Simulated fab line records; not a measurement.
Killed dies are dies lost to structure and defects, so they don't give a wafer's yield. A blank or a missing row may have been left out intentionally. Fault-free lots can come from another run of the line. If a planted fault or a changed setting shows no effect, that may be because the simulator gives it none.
Matching of chambers    flow nand_harc    4 sister chambers for NHARC_P_BONDPAD_CMP_32 on cmp-04
The step polishes SiCN, target thk 200 nm. 18 wafers are shown with their chamber, then 9 later ones without.

== EACH WAFER AND ITS CHAMBER ==
wafer   chamber  motor_current_A (A)  slurry_filter_dp_kPa (kPa)  retaining_ring_pressure_frac
L075.1  3        12.8                 13.60                       0.996
L075.2  2        11.2                 13.42                       0.999
L075.6  1        12.3                 13.78                       1.000
L076.1  3        12.2                 13.63                       1.002
L076.2  2        11.6                 13.68                       0.999
L076.3  1        12.2                 13.65                       0.996
L077.1  0        8.7                  13.78                       0.999
L077.2  2        11.8                 13.38                       0.999
L077.6  1        11.8                 13.57                       0.997
L078.2  0        8.4                  13.42                       1.002
L078.3  3        12.3                 13.54                       1.004
L078.6  1        11.8                 13.39                       1.008
L082.1  0        8.7                  13.40                       0.992
L082.2  2        11.5                 13.45                       1.004
L082.5  2        11.2                 13.65                       1.006
L084.4  0        8.7                  13.54                       0.999
L084.5  0        8.5                  13.67                       1.003
L084.6  3        12.5                 13.70                       1.000

SIGNATURES (averages over the wafers above)
reading                       chamber 0  chamber 1  chamber 2  chamber 3  scatter within a chamber
motor_current_A               8.600      12.025     11.460     12.450     0.234
slurry_filter_dp_kPa          13.5620    13.5975    13.5160    13.6175    0.14
retaining_ring_pressure_frac  0.99900    1.00025    1.00140    1.00050    0.00417
Rule: a wafer lies at a distance from a chamber equal to the root of the sum of squares, over the readings, of (its reading less the chamber's mean, divided by the reading's scatter). If the next closest chamber is less than 2 further off than the closest, the wafer can't be placed; otherwise it belongs to the closest. How the scatter is found: for the shown wafers, subtract from each reading the mean of its chamber, square and add these, divide the total by (wafers less chambers), then take the root.

== WAFERS WITH NO CHAMBER GIVEN ==
wafer   motor_current_A (A)  slurry_filter_dp_kPa (kPa)  retaining_ring_pressure_frac
L095.1  8.3                  13.53                       0.997
L095.2  11.6                 13.36                       0.998
L095.4  12.5                 13.73                       1.008
L096.2  11.1                 13.63                       0.999
L096.3  12.9                 13.65                       1.007
L096.6  8.4                  13.34                       0.996
L097.2  11.3                 13.62                       1.007
L097.3  12.4                 13.35                       0.990
L097.4  11.9                 13.49                       1.001

== WHICH CHAMBER EACH ONE RAN IN ==
wafer   from the rows above           in truth
L095.1  0                             0
L095.2  can't be placed: 2 or 1       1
L095.4  can't be placed: 3 or 1       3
L096.2  2                             2
L096.3  can't be placed: 3 or 1       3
L096.6  0                             0
L097.2  can't be placed: 2 or 1       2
L097.3  can't be placed: 3 or 1 or 2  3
L097.4  can't be placed: 1 or 2 or 3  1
Placed correctly: 3 of 9. From these rows, 6 cannot be placed; in 6 the true chamber is one of the candidates. 0 placed wrongly.
